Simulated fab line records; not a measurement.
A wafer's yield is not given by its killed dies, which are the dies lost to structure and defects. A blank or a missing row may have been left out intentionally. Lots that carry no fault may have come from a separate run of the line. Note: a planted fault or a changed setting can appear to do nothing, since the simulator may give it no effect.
Struck lot and sound lot, side by side / flow n5Finfet / 36 steps out of a route of 1938
Sound: wafers L206.2, L206.5, L206.6. Struck: wafer L214.1. (L214.3, L214.4 of the same lot were not struck and are left out.) The cause comes at the end.
Order at every step that has rows: each side's tool, ch and its chambers, its first start. Under that, the readings that differ: sound wafers / struck wafers / difference of the means / sigmas: that difference in standard deviations of wafers without a fault.
alike: words and numbers the same on both sides, and readings whose means are apart by under 2 such deviations; not compared: readings that were withheld, readings missing a value for some wafer, numbers with overlapping values and no deviation given by the record, and bounds like >300 which may hide the same value.
Wherever a step has rows on one side only, a row that says differs or no value, or a row with sigmas, the two part there. When numbers do not overlap yet have no deviation, they are printed without sigmas and do not part them. A reading that every wafer of one side lacks parts them only if that side has two wafers or more.

first, 8 steps without rows for these wafers: N5_BEOL_M4_SPUTTER_96 (material Cu, target thk 4.5 nm, time 8.29 s); N5_BEOL_M4_ECD_50 (material Cu, target thk 300 nm); N5_BEOL_M4_ANNEAL_51 (time 90 s); N5_BEOL_M4_CMP_52 (polishes, stops on SiOC, t overpolish 6.8 s, target thk 40 nm); N5_BEOL_M4_PRE_CLEAN_60 (time 15 s); N5_BEOL_M4_CO_CAP_55 (material Co, precursor CCTBA/H2, target thk 2 nm, time 102.1 s); N5_BEOL_M4_PRE_CLEAN_56 (time 15 s); N5_BEOL_M4_DEP_57 (deposits SiCN from 3MS/NH3, target thk 8 nm, time 14 s).
N5_BEOL_M5_ILD_DEP_00: deposits SiCOH lowk from DEMS/porogen, target thk 140.64 nm, time 25.9 s.
  sound on pecvd-02 ch 0,2, day 8 06:43; struck on pecvd-02 ch 1, day 10 10:56
reading=model.SiCOH_lowk_of_BEOL_M5_ILD_DEP_00.thkNm (nm); sound=140 142.2 142.4; struck=122.6; difference=-18.9; sigmas=
  alike: heaterPowerW, showerheadPlenumPTorr, throttleValvePct
then, 1 step without rows for these wafers: N5_BEOL_M5_CURE_79 (cures SiCOH lowk, time 240 s).
N5_BEOL_M5_THK_MEAS_01:
  sound: filmMetro-02 at day 8 07:19; struck: filmMetro-01 at day 10 11:31
reading=M5_ILD_THK (nm); sound=120.3 122.4 122.6; struck=105.4; difference=-16.4; sigmas=-13
then, 23 steps without rows for these wafers: N5_BEOL_M5_PECVD_70 (deposits SiO2 from TEOS/O2, target thk 16 nm, time 18 s); N5_BEOL_M5_HM_DEP_02 (deposits TiN, target thk 20 nm); N5_BEOL_M5_COAT_59 (time 60 s, resist thk 60 nm); N5_BEOL_M5_COAT_60 (time 60 s, resist thk 12 nm); N5_BEOL_M5_COAT_71 (time 60 s, resist thk 5 nm); N5_BEOL_M5_COAT_05 (resist thk 30 nm); N5_BEOL_M5_EBR_07; N5_BEOL_M5_SOFTBAKE_06 (time 60 s); N5_BEOL_M5_EXPOSE_08 (exposes mask M5, target cd 28 nm); N5_BEOL_M5_PEB_09 (peb time 60 s); N5_BEOL_M5_DEVELOP_10 (develop time 30 s); N5_BEOL_M5_DESCUM_16 (chemistry O2, time 7 s); N5_BEOL_M5_ETCH_72 (etches underlayer in N2/H2, target depth 6.5 nm, time 5.2 s); N5_BEOL_M5_ETCH_61 (etches SiARC in CF4, target depth 15.6 nm, time 26 s); N5_BEOL_M5_ETCH_62 (etches SOC in N2/H2, target depth 75 nm, overetch 15 nm, time 112.5 s); N5_BEOL_M5_STRIP_63 (strips in N2/H2); N5_BEOL_M5_STRIP_73 (strips in N2/H2); N5_BEOL_M5_STRIP_64 (strips in CF4); N5_BEOL_M5_HM_OPEN_17 (chemistry Cl2/BCl3, target TiN, target depth 20 nm, overetch 6 nm); N5_BEOL_M5_STRIP_19 (strips in O2); N5_BEOL_M5_COAT_65 (time 60 s, resist thk 60 nm); N5_BEOL_M5_COAT_66 (time 60 s, resist thk 12 nm); N5_BEOL_M5_COAT_74 (time 60 s, resist thk 5 nm).
N5_BEOL_M5_CMP_52: polishes, stops on SiCOH lowk, t overpolish 6.9 s, target thk 62 nm.
  sound on cmp-04 ch 0,1,2, day 8 18:32; struck on cmp-03 ch 3, day 10 22:41
reading=headPressurePsi (psi); sound=1.0009 0.9989 1.0043; struck=0.9967; difference=-0.0047; sigmas=-2
reading=model.SiCOH_lowk_of_BEOL_M5_ILD_DEP_00.thkNm (nm); sound=117.4 119.4 119.6; struck=102.4; difference=-16.4; sigmas=
  alike: motorCurrentA, retainingRingPressureFrac
after that, 1 step had no rows for these wafers: N5_PASSIVATION_PROBE_49.

WHERE THEY PART
Last at N5_BEOL_M5_CMP_52 as far as this record goes, first at N5_BEOL_M5_THK_MEAS_01.

WHY: whatever the simulator had introduced
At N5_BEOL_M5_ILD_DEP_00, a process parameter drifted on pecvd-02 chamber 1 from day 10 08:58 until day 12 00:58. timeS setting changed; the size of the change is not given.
